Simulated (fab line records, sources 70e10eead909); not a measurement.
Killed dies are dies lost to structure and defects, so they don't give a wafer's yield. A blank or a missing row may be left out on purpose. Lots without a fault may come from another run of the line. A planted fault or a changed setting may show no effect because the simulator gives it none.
A struck lot beside a sound one | flow nand_harc | 15 steps out of a route of 1302
Sound: wafers L104.1, L104.2, L104.4. Struck: wafer L115.6. (L115.3, L115.4 of the same lot were not struck and are left out.) The cause comes at the end.
At each step with rows: each side's tool, then ch and its chambers, then its first start. Under that, the readings that differ: sound wafers | struck wafers | difference of the means | sigmas: that difference in standard deviations of wafers without a fault.
alike: readings whose means differ by less than 2 such deviations, and words and numbers that are the same on both sides. not compared: withheld readings, readings that some wafer has no value for, bounds like >300 that may hide the same value, and numbers for which the record gives no deviation and whose values overlap.
The two part at a step that has a row with sigmas, a row that says differs or no value, or rows on one side only. Numbers that don't overlap but have no deviation are shown without sigmas and don't part them. A reading that every wafer of one side lacks parts them only if that side has two wafers or more.

first, 8 steps without rows for these wafers: NHARC_P_M1_HMDS_02 (time 30 s); NHARC_P_M1_COAT_34 (time 65 s); NHARC_P_M1_COAT_03 (resist thk 90 nm); NHARC_P_M1_SOFTBAKE_04 (time 55 s); NHARC_P_M1_EBR_05; NHARC_P_M1_EXPOSE_06 (exposes mask P M1, target cd 130 nm); NHARC_P_M1_PEB_07 (peb time 65 s); NHARC_P_M1_DEVELOP_08 (develop time 35 s).
NHARC_P_M1_CD_MEAS_09: target cd 130 nm.
  sound on cd_sem-01 ch 0, day 6 20:31; struck on cd_sem-03 ch 0, day 11 09:38
  alike: cd_nm
NHARC_P_M1_OVL_MEAS_10: pitch 260 nm.
  sound on overlay-02, day 6 20:37; struck on overlay-01, day 11 09:44
  alike: overlay_x_nm, overlay_y_nm
NHARC_P_M1_INSPECT_11:
  sound on defect_inspect-01, day 6 20:38; struck on defect_inspect-02, day 11 09:46
  reading          | sound | struck | difference | sigmas
  raw_defect_count | 1 4 2 | 9      | +7         | +2
NHARC_P_M1_DESCUM_14: chemistry O2, time 3 s.
  sound on rie_diel-10 ch 0,1,2, day 6 20:43; struck on rie_diel-12 ch 3, day 11 09:50
  reading                | sound                | struck | difference | sigmas
  oes_product_au (a.u.)  | 0.987 0.991 0.994    | 1.027  | +0.036     | +3
  throttle_valve_pct (%) | 11.307 11.302 11.320 | 11.338 | +0.028     | +3
  alike: drypump_motor_current_A, rf_vpp_V, showerhead_plenum_p_Torr
  not compared: rf_hours_counter_h
NHARC_P_M1_ETCH_35: etches the open film in N2/H2, target depth 40 nm, overetch 12 nm, time 43.94 s.
  sound on rie_diel-10 ch 0,1,3, day 6 20:47; struck on rie_diel-12 ch 2, day 11 09:55
  reading               | sound             | struck | difference | sigmas
  oes_product_au (a.u.) | 1.005 0.987 0.994 | 0.854  | -0.141     | -12
  alike: drypump_motor_current_A, rf_vpp_V, showerhead_plenum_p_Torr, throttle_valve_pct
  not compared: rf_hours_counter_h
NHARC_P_M1_ETCH_15: etches the open film in C4F8/Ar, target depth 182.5 nm, time 91.2 s.
  sound on rie_diel-10 ch 0,1,2; struck on rie_diel-12 ch 1
  alike: oes_product_au, rf_vpp_V
  not compared: rf_hours_counter_h
-- the record jumps here: 18 days lie between the struck wafers' starts before and after (it left off in module P_M1 and takes up again in module END, whose first step shown is number 1302 of the route) --
NHARC_END_SORT_01:
  sound on prober-02 ch 0, day 25 08:42; struck on prober-01 ch 0, day 29 18:07
  alike: defect_limited_yield, killed_at_array, killed_at_periphery, killed_dies, killed_open, killed_short

WHERE THEY PART
First at NHARC_P_M1_INSPECT_11; last, within this record, at NHARC_P_M1_ETCH_35. Later steps at which nothing parts them and some readings are alike: NHARC_P_M1_ETCH_15, NHARC_END_SORT_01.

WHY: what the simulator had put in
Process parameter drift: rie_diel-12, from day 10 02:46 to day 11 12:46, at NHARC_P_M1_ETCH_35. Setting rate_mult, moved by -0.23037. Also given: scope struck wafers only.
